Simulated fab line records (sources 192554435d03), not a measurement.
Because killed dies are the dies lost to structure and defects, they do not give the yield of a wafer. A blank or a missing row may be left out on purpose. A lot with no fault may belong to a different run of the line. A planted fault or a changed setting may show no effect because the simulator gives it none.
fab line records | flow n5-finfet
[record] lots = 7 wafers = 39
route steps=1938 shown ZERO_LAYER@4 SD_EPI_N@288 MOL_CONTACT_COAG@624 BEOL_M0_SAQP@698 BEOL_M1@797 BEOL_M4@1070 BEOL_M7@1302 BEOL_M9@1440 BEOL_M12@1648 BEOL_M14@1749 TV_OPEN@1887 PASSIVATION@1936
start-h: hours from the record's first day to the start of the lot's first wafer shown | wait-h: hours elapsed since this lot's preceding step | " identical to the entry in the row above | L1.1+2: one row covering several wafers at once | - no value, or no start was given | * or withheld: withheld | < > ~ a bound
route shown NAME@n: names a module that has steps shown in the file, with the first one's number in the route | usual: mean/standard deviation of fault-free wafers | same: alike in all rows | chamber/n: place in a boat | sites: readings site by site | _std_site: the values' standard deviation | _edge_site: mean of outer sites minus mean of inner sites | radius-mm: how far each site lies from the wafer's centre | mask NAME#n: copy n | behind: the last tool/chamber to shape the wafer | hold: reason for holding the lot/hours on hold/outcome of the hold | device: whichever transistor did not switch (one of n, p or np) | end of line: the route-end tests of the same wafers | where a step has no rows: the recipe by itself | killed: at the first sort, the dies lost to defects and structure; wafer yield is something else | map: per-die view of a wafer (x killed, . not killed, _ where there is no die)
set.NAME: setting as actually run; set.NAME@STEP: the setting as run at that earlier step | model.NAME: the simulator's own value behind a step, which no gauge read
lots where settings were altered on purpose, with a table for each step and a row for each wafer
[[steps]]
[step N5_ZERO_LAYER_PECVD_02]
[recipe] material = SiO2 target-thk-a = 100 temp-c = 400 precursor = SiH4/N2O pressure-torr = 0.75 rf-w = 275 time-s = 6
[step N5_SD_EPI_N_EPI_21]
[recipe] material = Si:P dopant = P temp-c = 680 pressure-torr = 255 time-s = 690
[step N5_MOL_CONTACT_COAG_CVD_140]
[recipe] material = W target-thk-a = 665 mode = selective-fill temp-c = 300 time-s = 215
[step N5_BEOL_M0_SAQP_ALD_48]
[recipe] material = SiO2 target-thk-a = 200 temp-c = 100 ald-precursor-family = BDEAS ald-co-reactant = O2-plasma pulse-time-s = 1 co-reactant-pulse-time-s = 1 purge-time-s = 2 co-reactant-purge-time-s = 2 ald-cycles = 139 pressure-torr = 2
[step N5_BEOL_M1_VIA_ETCH_34]
[recipe] chemistry = C4F6/O2 target-depth-a = 678 mask-material = SOC pressure-mtorr = 15 ion-energy-ev = 250 taper-deg = 4 time-s = 64.4 source-w = 350 bias-w = 170 Ar_flow_sccm = 300 C4F6_flow_sccm = 10 O2_flow_sccm = 10
[step N5_BEOL_M4_TRENCH_ETCH_37]
[recipe] chemistry = C4F6/O2 target-depth-a = 555.55 target = SiOC time-s = 29.2 ion-energy-ev = 250 pressure-mtorr = 30 source-w = 355 bias-w = 185 Ar_flow_sccm = 300 C4F6_flow_sccm = 10 O2_flow_sccm = 10
[step N5_BEOL_M4_DEP_57]
[recipe] material = SiCN target-thk-a = 80 temp-c = withheld precursor = 3MS/NH3 pressure-torr = 3 rf-w = 202 time-s = 14
[step N5_BEOL_M7_ETCH_66]
[recipe] chemistry = N2/H2 target = SOC target-depth-a = 800 overetch-a = 160 mask-material = SiARC temp-c = 40 time-s = 120 ion-energy-ev = 200 pressure-mtorr = 30 source-w = 840 bias-w = 150 n2-flow-sccm = 200 h2-flow-sccm = 200
[step N5_BEOL_M9_ETCH_66]
[step N5_BEOL_M12_SPUTTER_43]
[recipe] material = TaN target-thk-a = 150 temp-c = 50 bias-v = 168.6 power-w = 15000 chamber-pressure-pa = 0.12 time-s = 24.19
[step N5_BEOL_M14_DESCUM_33]
[recipe] chemistry = O2 time-s = 7.9 source-power-w = 50 bias-power-w = 20 pressure-mtorr = 20 rf-frequency-hz = 2.712e+07 temp-c = 40 o2-flow-sccm = 225
[step N5_PASSIVATION_PASS_ETCH_74]
[recipe] chemistry = CF4/O2 target = SiNx target-depth-a = 2200 time-s = 110 ion-energy-ev = 100 pressure-mtorr = 40 source-w = 535 bias-w = 49 Ar_flow_sccm = 100 cf4-flow-sccm = 100 O2_flow_sccm = 10
[step N5_PASSIVATION_PROBE_49]
[usual] sort-n-pass = 1080/18 sort-yield-pct = 91.5/1.5
// columns lot.wafer tool chamber start-h wait-h set.time-s@ZERO_LAYER_PECVD_02 set.epi-growth-time-s@SD_EPI_N_EPI_21 set.target-thk-a@MOL_CONTACT_COAG_CVD_140 set.ald-cycles@BEOL_M0_SAQP_ALD_48 set.target-depth-a@BEOL_M1_VIA_ETCH_34 set.target-depth-a@BEOL_M4_TRENCH_ETCH_37 set.time-s@BEOL_M4_DEP_57 set.time-s@BEOL_M7_ETCH_66 set.time-s@BEOL_M9_ETCH_66 set.time-s@BEOL_M12_SPUTTER_43 set.time-s@BEOL_M14_DESCUM_33 set.target-depth-a@PASSIVATION_PASS_ETCH_74 sort-n-pass sort-yield-pct[%]
L079.2 prober-02 - 306.56 0.1 6 690 665 139 678 555.55 14 120 120 24.19 7.9 2200 1076 91.2
L079.3 prober-02 - 306.61 0.1 6 690 665 139 678 555.55 14 120 120 24.19 7.9 2200 1084 91.9
L079.5 prober-02 - 306.71 0.2 6 690 665 139 678 555.55 14 120 120 24.19 7.9 2200 1058 89.7
L083.1 prober-01 - 327.01 0.0 6 912.2 665 139 965.7 555.55 17.34 166.6 120 16.86 7.9 2200 1086 92.0
L083.2 prober-01 - 327.06 0.1 9.234 690 808.5 139 965.7 243.7 14 120 159.6 16.86 3.487 1728 0 0
L083.3 prober-01 - 327.11 0.1 6 690 808.5 139 678 555.55 17.34 120 159.6 16.86 7.9 2200 1092 92.5
L083.4 prober-01 - 327.16 0.2 9.234 690 665 139 678 243.7 17.34 120 120 24.19 3.487 2200 0 0
L083.5 prober-01 - 327.21 0.2 9.234 912.2 808.5 139 678 555.55 14 166.6 120 24.19 3.487 1728 1062 90.0
L083.6 prober-01 - 327.26 0.3 6 912.2 665 139 965.7 243.7 14 166.6 159.6 24.19 7.9 1728 0 0
L085.1 prober-01 - 332.84 0.0 6 690 665 139 981.1 467.8 14 165.8 66.86 24.19 5.366 2200 476 40.3
L085.2 prober-01 - 332.89 0.1 7.965 690 920.9 139 981.1 467.8 14 120 120 24.19 7.9 2200 1055 89.4
L085.3 prober-01 - 332.94 0.1 7.965 690 665 139 678 555.55 14 120 120 24.19 5.366 2200 1071 90.8
L085.4 prober-01 - 332.99 0.2 6 690 665 139 678 467.8 14 120 66.86 24.19 5.366 2200 308 26.1
L085.5 prober-01 - 333.04 0.2 6 690 920.9 139 678 555.55 14 165.8 66.86 24.19 7.9 2200 205 17.4
L085.6 prober-01 - 333.09 0.3 7.965 690 920.9 139 981.1 555.55 14 165.8 120 24.19 7.9 2200 1075 91.1
L084.1 prober-02 - 333.21 0.0 6 415.1 665 197 533.7 555.55 8.25 120 120 24.19 7.9 2200 864 73.2
L084.2 prober-02 - 333.26 0.1 6 415.1 665 197 678 814.9 14 89.2 120 15.13 7.9 2200 1011 85.7
L084.3 prober-02 - 333.31 0.1 6 690 375.9 139 678 555.55 8.25 89.2 63.32 15.13 7.9 2200 63 5.3
L084.4 prober-02 - 333.36 0.2 6 415.1 375.9 139 533.7 814.9 14 89.2 63.32 24.19 7.9 2200 82 6.9
L084.5 prober-02 - 333.41 0.2 6 690 665 139 678 814.9 8.25 120 63.32 24.19 7.9 2200 81 6.9
L084.6 prober-02 - 333.46 0.3 6 690 375.9 197 533.7 555.55 14 120 120 15.13 7.9 2200 1064 90.2
L088.1 prober-01 - 369.01 0.0 7.747 952 665 106 396.8 261.6 14 120 183.2 24.19 11.54 2200 0 0
L088.2 prober-01 - 369.06 0.1 7.747 952 485.3 139 678 555.55 21.95 120 183.2 29.75 7.9 2200 1099 93.1
L088.3 prober-01 - 369.11 0.1 6 690 485.3 139 396.8 555.55 14 120 120 29.75 7.9 2200 1107 93.8
L088.4 prober-01 - 369.16 0.2 7.747 690 665 139 396.8 261.6 21.95 120 183.2 29.75 11.54 2200 0 0
L088.5 prober-01 - 369.21 0.2 6 690 665 106 678 555.55 14 120 120 24.19 11.54 2200 1070 90.7
L088.6 prober-01 - 369.26 0.3 6 952 485.3 106 678 261.6 21.95 120 120 24.19 7.9 2200 0 0
L087.1 prober-01 - 370.99 0.0 6 690 665 81 678 555.55 14 120 120 24.19 7.9 2200 1074 91.0
L087.2 prober-01 - 371.04 0.1 8.167 690 665 81 988.5 555.55 7.227 120 120 24.19 7.9 2200 1077 91.3
L087.3 prober-01 - 371.09 0.1 6 690 665 139 988.5 555.55 7.227 120 120 24.19 7.9 2200 1090 92.4
L087.4 prober-01 - 371.14 0.2 6 690 1023 81 988.5 555.55 14 120 120 24.19 7.9 2200 1076 91.2
L087.5 prober-01 - 371.19 0.2 8.167 690 1023 139 678 555.55 7.227 120 120 24.19 7.9 2200 1084 91.9
L087.6 prober-01 - 371.24 0.3 8.167 690 1023 139 678 555.55 14 120 120 24.19 7.9 2200 1077 91.3
L092.1 prober-01 - 379.45 0.0 6 690 665 196 678 555.55 14 120 52.89 24.19 7.9 2723 0 0
L092.2 prober-01 - 379.50 0.1 6 690 665 139 832.7 555.55 14 120 120 36.32 7.9 2200 1086 92.0
L092.3 prober-01 - 379.55 0.1 6 690 665 139 678 555.55 8.392 120 52.89 36.32 7.9 2723 0 0
L092.4 prober-01 - 379.60 0.2 6 690 665 196 678 555.55 14 75.8 120 24.19 7.9 2200 1093 92.6
L092.5 prober-01 - 379.65 0.2 6 690 665 139 832.7 555.55 8.392 75.8 52.89 24.19 7.9 2200 0 0
L092.6 prober-01 - 379.70 0.3 6 690 665 196 832.7 555.55 8.392 75.8 120 36.32 7.9 2723 1114 94.4
// killed by level:class
L079.2 MOL_CONTACT_COAG:geometric-particle:open=23 STI_FIN_REVEAL:geometric-particle:open=14 GATE_CUT:geometric-particle:short=8 FIN_SAQP:geometric-particle:open=7 DUMMY_GATE:geometric-particle:open=7 BEOL_M3:geometric-particle:open=5 BEOL_M1:geometric-particle:open=4 BEOL_M2:geometric-particle:open=4
L079.3 MOL_CONTACT_COAG:geometric-particle:open=18 BEOL_M3:geometric-particle:open=10 FIN_SAQP:geometric-particle:open=9 BEOL_M0_SAQP:geometric-particle:open=7 BEOL_M2:geometric-particle:open=5 DUMMY_GATE:geometric-particle:open=4 BEOL_M0_SAQP:geometric-particle:short=4 BEOL_M3:geometric-particle:short=4
L079.5 MOL_CONTACT_COAG:geometric-particle:open=23 BEOL_M0_SAQP:geometric-particle:open=13 BEOL_M0_SAQP:geometric-particle:short=11 FIN_SAQP:geometric-particle:open=9 FIN_SAQP:geometric-particle:short=6 DUMMY_GATE:geometric-particle:open=5 MOL_CONTACT_COAG:geometric-particle:short=5 BEOL_M2:geometric-particle:open=5
L083.1 STI_FIN_REVEAL:geometric-particle:open=8 BEOL_M4:geometric-particle:open=7 MOL_CONTACT_COAG:geometric-particle:open=6 BEOL_M2:geometric-particle:open=6 FIN_SAQP:geometric-particle:open=5 BEOL_M0_SAQP:geometric-particle:open=5 BEOL_M1:geometric-particle:open=5 BEOL_M3:geometric-particle:open=5
L083.2 BEOL_M4:area-ecd=1096 BEOL_M3:geometric-particle:open=8 BEOL_M2:geometric-particle:open=8 STI_FIN_REVEAL:geometric-particle:open=7 BEOL_M4:geometric-particle:open=6 BEOL_M1:geometric-particle:open=5 BEOL_M2:geometric-particle:short=5 FIN_SAQP:geometric-particle:open=4
L083.3 BEOL_M2:geometric-particle:open=11 FIN_SAQP:geometric-particle:short=9 MOL_CONTACT_COAG:geometric-particle:open=9 BEOL_M1:geometric-particle:open=5 BEOL_M4:geometric-particle:open=5 FIN_SAQP:geometric-particle:open=4 STI_FIN_REVEAL:geometric-particle:open=4 BEOL_M0_SAQP:geometric-particle:short=4
L083.4 BEOL_M4:area-ecd=1072 FIN_SAQP:geometric-particle:short=11 BEOL_M4:geometric-particle:open=8 HKMG_FIN:area-etch=8 STI_FIN_REVEAL:geometric-particle:open=7 DUMMY_GATE:geometric-particle:open=7 BEOL_M2:geometric-particle:open=7 MOL_CONTACT_COAG:geometric-particle:open=6
L083.5 FIN_SAQP:geometric-particle:open=14 MOL_CONTACT_COAG:geometric-particle:open=13 BEOL_M2:geometric-particle:open=13 BEOL_M1:geometric-particle:open=12 FIN_SAQP:geometric-particle:short=12 BEOL_M3:geometric-particle:open=10 STI_FIN_REVEAL:geometric-particle:open=5 DUMMY_GATE:geometric-particle:open=5
L083.6 BEOL_M4:area-ecd=1092 STI_FIN_REVEAL:geometric-particle:open=14 MOL_CONTACT_COAG:geometric-particle:open=14 BEOL_M2:geometric-particle:open=11 MOL_CONTACT_COAG:geometric-particle:short=6 FIN_SAQP:geometric-particle:short=4 SPACER0:geometric-particle:open=3 BEOL_M0_SAQP:geometric-particle:short=3
L085.1 BEOL_M9:area-etch=572 FIN_SAQP:geometric-particle:short=17 STI_FIN_REVEAL:geometric-particle:open=12 MOL_CONTACT_COAG:geometric-particle:open=12 GATE_CUT:geometric-particle:short=9 FIN_SAQP:geometric-particle:open=7 BEOL_M1:geometric-particle:open=7 BEOL_M0_SAQP:geometric-particle:open=6
L085.2 FIN_SAQP:geometric-particle:short=17 MOL_CONTACT_COAG:geometric-particle:open=15 BEOL_M0_SAQP:geometric-particle:short=13 STI_FIN_REVEAL:geometric-particle:open=9 BEOL_M0_SAQP:geometric-particle:open=9 BEOL_M3:geometric-particle:open=9 FIN_SAQP:geometric-particle:open=7 GATE_CUT:geometric-particle:short=7
L085.3 BEOL_M0_SAQP:geometric-particle:short=12 MOL_CONTACT_COAG:geometric-particle:open=11 BEOL_M4:geometric-particle:open=8 HKMG_FIN:area-etch=8 BEOL_M2:geometric-particle:open=7 FIN_SAQP:geometric-particle:short=6 STI_FIN_REVEAL:geometric-particle:open=6 BEOL_M7:geometric-particle:open=6
L085.4 BEOL_M9:area-etch=779 MOL_CONTACT_COAG:geometric-particle:open=16 FIN_SAQP:geometric-particle:short=7 STI_FIN_REVEAL:geometric-particle:open=7 BEOL_M0_SAQP:geometric-particle:open=7 BEOL_M7:geometric-particle:open=6 BEOL_M0_SAQP:geometric-particle:short=5 FIN_SAQP:geometric-particle:open=3
L085.5 BEOL_M9:area-etch=886 BEOL_M3:geometric-particle:open=10 FIN_SAQP:geometric-particle:open=7 FIN_SAQP:geometric-particle:short=6 BEOL_M0_SAQP:geometric-particle:open=5 STI_FIN_REVEAL:geometric-particle:open=4 MOL_CONTACT_COAG:geometric-particle:short=4 BEOL_M4:geometric-particle:short=4
L085.6 FIN_SAQP:geometric-particle:short=15 MOL_CONTACT_COAG:geometric-particle:open=11 STI_FIN_REVEAL:geometric-particle:open=10 BEOL_M0_SAQP:geometric-particle:open=7 BEOL_M0_SAQP:geometric-particle:short=6 BEOL_M3:geometric-particle:open=5 BEOL_M7:geometric-particle:open=5 DUMMY_GATE:geometric-particle:open=4
L084.1 MOL_CONTACT_COAG:geometric-particle:open=15 FIN_SAQP:geometric-particle:open=10 BEOL_M0_SAQP:geometric-particle:open=7 FIN_SAQP:geometric-particle:short=5 STI_FIN_REVEAL:geometric-particle:open=5 BEOL_M4:geometric-particle:open=5 BEOL_M7:geometric-particle:open=5 MOL_CONTACT_COAG:geometric-particle:short=4
L084.2 FIN_SAQP:geometric-particle:open=16 MOL_CONTACT_COAG:geometric-particle:open=10 BEOL_M1:geometric-particle:open=8 FIN_SAQP:geometric-particle:short=7 STI_FIN_REVEAL:geometric-particle:open=6 ILD0:geometric-particle:short=5 GATE_CUT:geometric-particle:open=5 BEOL_M0_SAQP:geometric-particle:short=5
L084.3 BEOL_M9:area-etch=1017 FIN_SAQP:geometric-particle:open=15 MOL_CONTACT_COAG:geometric-particle:open=15 BEOL_M0_SAQP:geometric-particle:open=13 BEOL_M0_SAQP:geometric-particle:short=10 FIN_SAQP:geometric-particle:short=9 BEOL_M3:geometric-particle:open=7 BEOL_M1:geometric-particle:open=4
L084.4 BEOL_M9:area-etch=989 FIN_SAQP:geometric-particle:open=24 FIN_SAQP:geometric-particle:short=17 BEOL_M2:geometric-particle:open=15 BEOL_M1:geometric-particle:open=8 MOL_CONTACT_COAG:geometric-particle:short=7 BEOL_M0_SAQP:geometric-particle:short=5 BEOL_M5:geometric-particle:open=4
L084.5 BEOL_M9:area-etch=1000 FIN_SAQP:geometric-particle:open=14 BEOL_M0_SAQP:geometric-particle:open=10 FIN_SAQP:geometric-particle:short=8 BEOL_M0_SAQP:geometric-particle:short=7 MOL_CONTACT_COAG:geometric-particle:short=6 DUMMY_GATE:geometric-particle:open=5 MOL_CONTACT_COAG:geometric-particle:open=5
L084.6 FIN_SAQP:geometric-particle:open=34 FIN_SAQP:geometric-particle:short=17 MOL_CONTACT_COAG:geometric-particle:open=10 BEOL_M0_SAQP:geometric-particle:short=9 MOL_CONTACT_COAG:geometric-particle:short=5 BEOL_M3:geometric-particle:open=5 BEOL_M4:geometric-particle:open=5 STI_FIN_REVEAL:geometric-particle:open=4
L088.1 BEOL_M4:area-ecd=1083 STI_FIN_REVEAL:geometric-particle:open=16 FIN_SAQP:geometric-particle:short=8 MOL_CONTACT_COAG:geometric-particle:open=8 FIN_SAQP:geometric-particle:open=6 GATE_CUT:geometric-particle:short=6 BEOL_M4:geometric-particle:open=6 DUMMY_GATE:geometric-particle:open=5
L088.2 MOL_CONTACT_COAG:geometric-particle:open=11 STI_FIN_REVEAL:geometric-particle:open=7 FIN_SAQP:geometric-particle:short=6 BEOL_M3:geometric-particle:open=6 FIN_SAQP:geometric-particle:open=5 GATE_CUT:geometric-particle:short=4 DUMMY_GATE:geometric-particle:open=3 BEOL_M6:geometric-particle:open=3
L088.3 FIN_SAQP:geometric-particle:short=10 STI_FIN_REVEAL:geometric-particle:open=6 BEOL_M0_SAQP:geometric-particle:short=6 MOL_CONTACT_COAG:geometric-particle:open=5 BEOL_M0_SAQP:geometric-particle:open=5 GATE_CUT:geometric-particle:short=4 FIN_SAQP:geometric-particle:open=3 GATE_CUT:geometric-particle:open=3
L088.4 BEOL_M4:area-ecd=1090 STI_FIN_REVEAL:geometric-particle:open=9 FIN_SAQP:geometric-particle:open=8 FIN_SAQP:geometric-particle:short=8 BEOL_M2:geometric-particle:open=7 GATE_CUT:geometric-particle:short=6 DUMMY_GATE:geometric-particle:open=5 GATE_CUT:geometric-particle:open=5
L088.5 STI_FIN_REVEAL:geometric-particle:open=20 FIN_SAQP:geometric-particle:open=13 BEOL_M0_SAQP:geometric-particle:short=9 MOL_CONTACT_COAG:geometric-particle:open=9 FIN_SAQP:geometric-particle:short=8 BEOL_M0_SAQP:geometric-particle:open=6 BEOL_M2:geometric-particle:open=5 MIM_TOP:geometric-particle:short=4
L088.6 BEOL_M4:area-ecd=1098 STI_FIN_REVEAL:geometric-particle:open=8 BEOL_M3:geometric-particle:open=7 FIN_SAQP:geometric-particle:open=6 FIN_SAQP:geometric-particle:short=6 MOL_CONTACT_COAG:geometric-particle:open=6 DUMMY_GATE:geometric-particle:open=5 BEOL_M2:geometric-particle:open=5
L087.1 MOL_CONTACT_COAG:geometric-particle:open=21 STI_FIN_REVEAL:geometric-particle:open=17 FIN_SAQP:geometric-particle:open=7 BEOL_M1:geometric-particle:open=7 BEOL_M5:geometric-particle:open=6 DUMMY_GATE:geometric-particle:open=5 BEOL_M0_SAQP:geometric-particle:open=5 BEOL_M4:geometric-particle:open=5
L087.2 MOL_CONTACT_COAG:geometric-particle:open=19 FIN_SAQP:geometric-particle:open=12 STI_FIN_REVEAL:geometric-particle:open=11 BEOL_M1:geometric-particle:open=11 DUMMY_GATE:geometric-particle:open=6 STARTING-WAFER:geometric-particle:open=5 FIN_SAQP:geometric-particle:short=4 MOL_CONTACT_COAG:geometric-particle:short=4
L087.3 MOL_CONTACT_COAG:geometric-particle:open=11 DUMMY_GATE:geometric-particle:open=9 FIN_SAQP:geometric-particle:open=8 FIN_SAQP:geometric-particle:short=7 BEOL_M4:geometric-particle:open=5 STI_FIN_REVEAL:geometric-particle:open=4 DUMMY_GATE:geometric-particle:short=4 MOL_CONTACT_COAG:geometric-particle:short=4
L087.4 MOL_CONTACT_COAG:geometric-particle:open=13 HKMG_FIN:area-etch=13 STI_FIN_REVEAL:geometric-particle:open=10 MOL_CONTACT_COAG:geometric-particle:short=10 BEOL_M2:geometric-particle:open=9 BEOL_M0_SAQP:geometric-particle:open=5 FIN_SAQP:geometric-particle:open=4 FIN_SAQP:geometric-particle:short=4
L087.5 STI_FIN_REVEAL:geometric-particle:open=11 BEOL_M3:geometric-particle:open=8 BEOL_M4:geometric-particle:open=8 MOL_CONTACT_COAG:geometric-particle:open=6 BEOL_M1:geometric-particle:open=6 FIN_SAQP:geometric-particle:open=5 FIN_SAQP:geometric-particle:short=5 GATE_CUT:geometric-particle:short=5
L087.6 MOL_CONTACT_COAG:geometric-particle:open=10 FIN_SAQP:geometric-particle:open=9 FIN_SAQP:geometric-particle:short=8 STI_FIN_REVEAL:geometric-particle:open=8 BEOL_M0_SAQP:geometric-particle:open=7 BEOL_M2:geometric-particle:open=6 BEOL_M3:geometric-particle:open=6 BEOL_M0_SAQP:geometric-particle:short=5
L092.1 BEOL_M9:area-etch=1117 MOL_CONTACT_COAG:geometric-particle:open=8 FIN_SAQP:geometric-particle:short=4 STI_FIN_REVEAL:geometric-particle:open=4 BEOL_M1:geometric-particle:open=4 BEOL_M2:geometric-particle:open=4 BEOL_M3:geometric-particle:open=4 DUMMY_GATE:geometric-particle:open=3
L092.2 FIN_SAQP:geometric-particle:open=11 MOL_CONTACT_COAG:geometric-particle:open=8 BEOL_M3:geometric-particle:open=8 HKMG_FIN:area-etch=7 DUMMY_GATE:geometric-particle:open=6 FIN_SAQP:geometric-particle:short=5 BEOL_M1:geometric-particle:open=5 STARTING-WAFER:geometric-particle:short=5
L092.3 BEOL_M9:area-etch=1095 FIN_SAQP:geometric-particle:short=9 MOL_CONTACT_COAG:geometric-particle:open=6 BEOL_M2:geometric-particle:open=6 FIN_SAQP:geometric-particle:open=5 STARTING-WAFER:geometric-particle:short=5 STI_FIN_REVEAL:geometric-particle:open=5 GATE_CUT:geometric-particle:short=5
L092.4 FIN_SAQP:geometric-particle:short=8 STI_FIN_REVEAL:geometric-particle:open=6 DUMMY_GATE:geometric-particle:open=6 BEOL_M2:geometric-particle:open=5 FIN_SAQP:geometric-particle:open=4 GATE_CUT:geometric-particle:short=4 GATE_CUT:geometric-particle:open=4 BEOL_M3:geometric-particle:open=4
L092.5 BEOL_M9:area-etch=1102 FIN_SAQP:geometric-particle:short=10 DUMMY_GATE:geometric-particle:open=10 MOL_CONTACT_COAG:geometric-particle:open=9 BEOL_M5:geometric-particle:open=6 BEOL_M4:geometric-particle:open=5 FIN_SAQP:geometric-particle:open=4 BEOL_M1:geometric-particle:open=4
L092.6 FIN_SAQP:geometric-particle:short=13 MOL_CONTACT_COAG:geometric-particle:open=10 DUMMY_GATE:geometric-particle:open=7 BEOL_M4:geometric-particle:open=4 BEOL_M5:geometric-particle:open=4 DUMMY_GATE:geometric-particle:short=3 BEOL_M1:geometric-particle:short=3 FIN_SAQP:geometric-particle:open=2
[[key]]
[split] step = N5_ZERO_LAYER_PECVD_02 setting = time-s stated-as = 6
response none clear
[split] step = N5_SD_EPI_N_EPI_21 setting = epi-growth-time-s stated-as = 690
response none clear
[split] step = N5_MOL_CONTACT_COAG_CVD_140 setting = target-thk-a stated-as = 665
response none clear
[split] step = N5_BEOL_M0_SAQP_ALD_48 setting = ald-cycles stated-as = 139
response none clear
[split] step = N5_BEOL_M1_VIA_ETCH_34 setting = target-depth-a stated-as = 678
response none clear
[split] step = N5_BEOL_M4_TRENCH_ETCH_37 setting = target-depth-a stated-as = 555.55
[response] step = N5_PASSIVATION_PROBE_49 reading = sort-n-pass slope = +16.2 per = 1% together-with = all explained = 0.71
[response] step = N5_PASSIVATION_PROBE_49 reading = sort-yield-pct slope = +1.37 per = 1% together-with = all explained = 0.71
[split] step = N5_BEOL_M4_DEP_57 setting = time-s stated-as = 14
response none clear
[split] step = N5_BEOL_M7_ETCH_66 setting = time-s stated-as = 120
response none clear
[split] step = N5_BEOL_M9_ETCH_66 setting = time-s stated-as = 120
response none clear
[split] step = N5_BEOL_M12_SPUTTER_43 setting = time-s stated-as = 24.19
response none clear
[split] step = N5_BEOL_M14_DESCUM_33 setting = time-s stated-as = 7.9
response none clear
[split] step = N5_PASSIVATION_PASS_ETCH_74 setting = target-depth-a stated-as = 2200
response none clear
